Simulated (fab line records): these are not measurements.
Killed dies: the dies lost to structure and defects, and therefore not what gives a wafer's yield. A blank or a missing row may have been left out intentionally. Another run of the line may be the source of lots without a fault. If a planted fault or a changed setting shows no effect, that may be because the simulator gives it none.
A struck lot beside a sound one + flow nandHarc + 14 out of 1302 route steps
Sound: the wafers L235.2, L235.4, L235.5. Struck: wafer L254.2 (L254.4, L254.5, from the same lot, were not struck and are left out); the cause is given at the end.
For every step that has rows: the tool of each side, followed by ch and its chambers, followed by its first start. Under that, the readings that differ: sound wafers + struck wafers + difference of the means + sigmas: that difference in standard deviations of wafers without a fault.
alike: words and numbers the same on both sides, and readings whose means are apart by under 2 such deviations; not compared: readings that were withheld, readings missing a value for some wafer, numbers with overlapping values and no deviation given by the record, and bounds like >300 which may hide the same value.
Wherever a step has rows on one side only, a row that says differs or no value, or a row with sigmas, the two part there. When numbers do not overlap yet have no deviation, they are printed without sigmas and do not part them. A reading missing from all wafers of one side parts the sides only when that side holds two or more wafers.

NHARC_A_STAIRCASE_ALD_415: deposits SiO2, target thk 30 nm, pulse time 6 s, ald cycles 300.
  sound on aldHk-04 ch 0,2,3, day 17 05:28; struck on aldHk-01 ch 1, day 26 00:28
| reading                 | sound             | struck | difference | sigmas |
|-------------------------|-------------------|--------|------------|--------|
| precursorPulseHeightRel | 1.022 0.981 0.964 | 1.062  | +0.073     | +4     |
  alike: heaterPowerW
NHARC_A_STAIRCASE_ETCHBACK_416: etches the open film in C4F8/O2/Ar, target depth 36 nm, time 7.2 s.
  sound: rieDiel-03 ch 1,2,3; struck: rieDiel-03 ch 3
| reading    | sound       | struck | difference | sigmas |
|------------|-------------|--------|------------|--------|
| rfVppV (V) | 722 724 715 | 730    | +10        | +2     |
  alike: oesProductAu, rfFwdPowerW
  not compared: rfHoursCounterH
NHARC_A_STAIRCASE_STRIP_476: strips in O2, time 20 s.
  sound on rieDiel-03 ch 1,2, day 17 07:11; struck on rieDiel-03 ch 0, day 26 02:38
| reading                  | sound       | struck | difference | sigmas |
|--------------------------|-------------|--------|------------|--------|
| drypumpMotorCurrentA (A) | 5.7 5.0 5.0 | 6.6    | +1.4       | +3     |
  alike: oesProductAu, rfVppV, showerheadPlenumPTorr, throttleValvePct
  not compared: rfHoursCounterH
NHARC_A_STAIRCASE_DEP_417: deposits Si3N4, target thk 60 nm.
  sound on pecvd-01 ch 0,2, day 17 07:22; struck on pecvd-02 ch 2, day 26 02:49
  alike: heaterPowerW, rfFwdPowerW
then, 3 steps without rows for these wafers: NHARC_A_STAIRCASE_WET_418 (chemistry H3PO4, target depth 20 nm); NHARC_A_STAIRCASE_PRECLEAN_419 (cleans in SC1); NHARC_A_STAIRCASE_SRD_421.
NHARC_A_STAIRCASE_ALD_420: deposits SiO2, target thk 20 nm, pulse time 6 s, ald cycles 200.
  sound on aldHk-01 ch 0,1,3, day 17 09:59; struck on aldHk-01 ch 0, day 26 04:19
  alike: heaterPowerW, precursorPulseHeightRel
then, 3 steps without rows for these wafers: NHARC_A_STAIRCASE_CVD_552 (deposits SiNx, target thk 40 nm); NHARC_A_STAIRCASE_DEP_151 (deposits SiO2, target thk 7200 nm); NHARC_A_STAIRCASE_ANNEAL_320 (time 1800 s).
NHARC_A_STAIRCASE_DEP_322: deposits SiO2, target thk 7200 nm.
  sound on pecvd-01 ch 0,2, day 18 01:57; struck on pecvd-01 ch 2, day 26 20:02
| reading                 | sound             | struck | difference | sigmas |
|-------------------------|-------------------|--------|------------|--------|
| mfcPrecursorSccm (sccm) | 200.0 201.6 200.8 | 230.5  | +29.7      | +48    |
  alike: heaterPowerW, rfFwdPowerW
then, 2 steps without rows for these wafers: NHARC_A_STAIRCASE_ANNEAL_323 (time 1800 s); NHARC_END_SORT_01.

WHERE THEY PART
First at NHARC_A_STAIRCASE_ALD_415; last, within this record, at NHARC_A_STAIRCASE_DEP_322.

WHY: what had been put in by the simulator
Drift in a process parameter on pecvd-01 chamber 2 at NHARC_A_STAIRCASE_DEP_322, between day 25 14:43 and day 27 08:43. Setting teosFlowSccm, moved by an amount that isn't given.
